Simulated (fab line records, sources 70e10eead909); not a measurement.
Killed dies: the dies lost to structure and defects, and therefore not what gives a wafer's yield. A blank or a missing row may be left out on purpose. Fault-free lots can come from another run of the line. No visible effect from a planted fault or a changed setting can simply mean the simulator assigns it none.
Which tool did it?	flow nand-harc	72 wafers from 24 lots sampled at 4 of the route's 1159 steps

== WHAT EACH GAUGE READ, for each wafer ==
NHARC_A_ONON_D1_THK_MEAS_24: measures by ellipsometry.
lot	measured	on	thk-nm (nm)
L074	day 7 17:23	film-metro-01	1006 1005 1005
L075	day 8 11:05	film-metro-01	993 994 993
L076	day 8 11:05	film-metro-02	993 992 995
L077	day 8 17:22	film-metro-01	991 994 993
L080	day 8 17:22	film-metro-02	998 1000 998
L079	day 8 20:51	film-metro-02	1013 1013 1012
L078	day 9 01:57	film-metro-02	1014 1016 1017
L081	day 9 20:23	film-metro-01	978 979 977
L082	day 10 06:48	film-metro-01	1000 1001 1001
L083	day 10 06:46	film-metro-02	1003 1002 1003
L084	day 10 13:52	film-metro-01	1003 1002 1004
L085	day 10 22:45	film-metro-02	1004 1003 1002
L088	day 11 05:53	film-metro-02	999 1000 999
L086	day 11 05:32	film-metro-02	1010 1011 1012
L087	day 11 05:40	film-metro-01	994 994 994
L089	day 12 01:25	film-metro-02	1005 1004 1005
L090	day 12 01:34	film-metro-01	1010 1010 1010
L092	day 12 12:17	film-metro-01	999 1003 1003
L091	day 12 12:17	film-metro-02	1006 1006 1006
L095	day 13 02:55	film-metro-02	1006 1009 1007
L094	day 13 02:55	film-metro-01	1006 1007 1006
L093	day 13 08:17	film-metro-01	988 989 989
L096	day 13 08:18	film-metro-02	992 989 993
L097	day 13 21:27	film-metro-02	1015 1014 1015

NHARC_A_ONON_D1_THK_MEAS_27: measures by ellipsometry.
lot	measured	on	thk-nm (nm)
L074	day 7 17:57	film-metro-02	1000 1000 999
L075	day 8 11:40	film-metro-01	1014 1013 1014
L076	day 8 11:38	film-metro-02	1001 1003 1001
L077	day 8 17:57	film-metro-01	1002 1001 1002
L080	day 8 17:58	film-metro-02	1015 1016 1017
L079	day 8 21:25	film-metro-02	994 994 995
L078	day 9 02:31	film-metro-01	1003 1003 1003
L081	day 9 20:58	film-metro-02	1002 1004 1001
L082	day 10 07:22	film-metro-02	1000 1000 1000
L083	day 10 07:20	film-metro-02	992 993 991
L084	day 10 14:26	film-metro-02	1002 1002 1002
L085	day 10 23:19	film-metro-02	1010 1011 1009
L088	day 11 06:28	film-metro-02	996 995 995
L086	day 11 06:08	film-metro-02	993 995 996
L087	day 11 06:14	film-metro-01	992 994 994
L089	day 12 01:59	film-metro-01	996 996 996
L090	day 12 02:09	film-metro-01	1014 1012 1012
L092	day 12 12:51	film-metro-02	1007 1006 1007
L091	day 12 12:52	film-metro-01	1008 1007 1007
L095	day 13 03:29	film-metro-02	995 996 996
L094	day 13 03:29	film-metro-01	1000 1002 1001
L093	day 13 08:52	film-metro-02	1004 1004 1005
L096	day 13 09:09	film-metro-01	1019 1020 1019
L097	day 13 22:01	film-metro-02	1008 1007 1008

NHARC_A_CHANNEL_HOLE_D1_OVL_MEAS_11.
lot	measured	on	overlay-x-nm (nm)	overlay-y-nm (nm)
L074	day 7 22:34	overlay-01	1.1 1.7 1.2	1.7 0.8 1.1
L075	day 8 17:34	overlay-02	0.3 0.7 0.5	0.0 0.0 0.0
L076	day 8 15:39	overlay-01	-0.8 -1.0 -0.8	0.9 1.1 0.2
L077	day 8 21:46	overlay-02	0.6 0.7 0.4	-1.5 -1.1 -1.7
L080	day 8 22:04	overlay-02	0.7 1.0 1.3	-0.4 -0.2 -0.3
L079	day 9 02:40	overlay-01	0.1 0.1 -0.2	-0.1 -0.7 -0.9
L078	day 9 06:32	overlay-01	-1.5 -1.5 -0.4	0.7 0.0 0.5
L081	day 10 00:53	overlay-02	1.5 1.3 1.4	1.1 1.1 1.1
L082	day 10 11:34	overlay-02	0.4 -0.1 0.2	0.4 0.0 0.2
L083	day 10 11:11	overlay-02	0.0 0.0 -0.2	0.9 1.3 0.8
L084	day 10 19:26	overlay-01	0.7 0.8 1.0	-1.4 0.1 -0.4
L085	day 11 03:36	overlay-02	-1.5 -2.0 -1.7	0.5 0.5 0.9
L088	day 11 10:44	overlay-02	0.0 0.2 -0.3	0.8 1.3 1.1
L086	day 11 10:08	overlay-01	-0.5 -0.1 0.2	-0.2 0.0 -0.1
L087	day 11 10:25	overlay-02	-0.7 -0.8 -1.4	0.7 -0.3 0.6
L089	day 12 06:16	overlay-01	-2.0 -1.7 -1.5	-0.2 -0.7 -0.4
L090	day 12 06:29	overlay-01	-0.7 -0.3 -1.2	1.2 0.9 1.6
L092	day 12 19:38	overlay-01	-0.8 -0.8 -0.4	-0.6 -1.3 -1.3
L091	day 12 19:50	overlay-02	2.2 2.1 1.7	-1.1 -2.2 -1.8
L095	day 13 08:05	overlay-01	1.8 1.3 1.0	-1.1 -1.4 -1.0
L094	day 13 07:25	overlay-01	1.0 0.5 0.7	-0.7 -0.6 -1.0
L093	day 13 16:00	overlay-02	-0.3 0.7 0.1	0.6 0.1 0.8
L096	day 13 16:29	overlay-02	0.7 0.5 -0.1	-1.8 -1.7 -1.8
L097	day 14 02:08	overlay-02	0.1 -0.6 -0.1	0.7 1.3 1.0

== EACH LOT AND THE TOOL THAT RAN IT (in order: tool; ch and the chambers of the sampled wafers; start) ==
lot	NHARC_P_BONDPAD_PVD_27
L074	pvd-sputter-03, day 7 17:23 or earlier
L075	pvd-sputter-01, day 8 11:05 or earlier
L076	pvd-sputter-01, day 8 11:05 or earlier
L077	pvd-sputter-01, day 8 17:22 or earlier
L080	pvd-sputter-02, day 8 17:22 or earlier
L079	pvd-sputter-02, day 8 20:51 or earlier
L078	pvd-sputter-02, day 9 01:57 or earlier
L081	pvd-sputter-03, day 9 20:23 or earlier
L082	pvd-sputter-03, day 10 06:48 or earlier
L083	pvd-sputter-03, day 10 06:46 or earlier
L084	pvd-sputter-02, day 10 13:52 or earlier
L085	pvd-sputter-03, day 10 22:45 or earlier
L088	pvd-sputter-01, day 11 05:53 or earlier
L086	pvd-sputter-02, day 11 05:32 or earlier
L087	pvd-sputter-03, day 11 05:40 or earlier
L089	pvd-sputter-02, day 12 01:25 or earlier
L090	pvd-sputter-01, day 12 01:34 or earlier
L092	pvd-sputter-02, day 12 12:17 or earlier
L091	pvd-sputter-02, day 12 12:17 or earlier
L095	pvd-sputter-03, day 13 02:55 or earlier
L094	pvd-sputter-01, day 13 02:55 or earlier
L093	pvd-sputter-01, day 13 08:17 or earlier
L096	pvd-sputter-03, day 13 08:18 or earlier
L097	pvd-sputter-01, day 13 21:27 or earlier
- NHARC_P_BONDPAD_PVD_27: deposits Cu, target thk 30 nm, time 20.49 s.

== WHAT THE TOOLS THEMSELVES READ (means of the sampled wafers that have a number; where no wafer has one, the mark that the record gives instead) ==
NHARC_P_BONDPAD_PVD_27.
lot	tool	throttle-valve-pct (%)
L074	pvd-sputter-03	29.0
L075	pvd-sputter-01	30.0
L076	pvd-sputter-01	30.0
L077	pvd-sputter-01	29.9
L080	pvd-sputter-02	31.2
L079	pvd-sputter-02	30.3
L078	pvd-sputter-02	29.5
L081	pvd-sputter-03	29.1
L082	pvd-sputter-03	29.7
L083	pvd-sputter-03	29.0
L084	pvd-sputter-02	29.6
L085	pvd-sputter-03	29.8
L088	pvd-sputter-01	29.8
L086	pvd-sputter-02	30.6
L087	pvd-sputter-03	29.0
L089	pvd-sputter-02	29.8
L090	pvd-sputter-01	29.9
L092	pvd-sputter-02	29.8
L091	pvd-sputter-02	29.0
L095	pvd-sputter-03	29.6
L094	pvd-sputter-01	29.7
L093	pvd-sputter-01	30.2
L096	pvd-sputter-03	29.6
L097	pvd-sputter-01	29.8

== THE ANSWER, worked out from the rows above alone ==
Rule: usual is defined by the lots themselves. The widest of any qualifying gaps counts: lots, ordered by their means at a reading, are off when they make up no more than a third of the lots, leave a main group of 4 or more, and stand apart from it by 3 or more times the standard deviation of that group's means. A main group is skipped when, at the precision printed for the reading in the tables above, its means are all equal. A lot without any number at a reading at which 4 lots or more have one is off too. All remaining lots with rows at the step are treated as sound. The gauges are gone through in route order, then the tools' own readings, and for those a lot's mean is taken as printed above. At the first step where some lot is off, the reading lying furthest off is the one used; lots without a number count as furthest.
No lot is off at any reading shown: from this, nothing can be told.

== WHAT THE SIMULATOR HAD PUT IN ==
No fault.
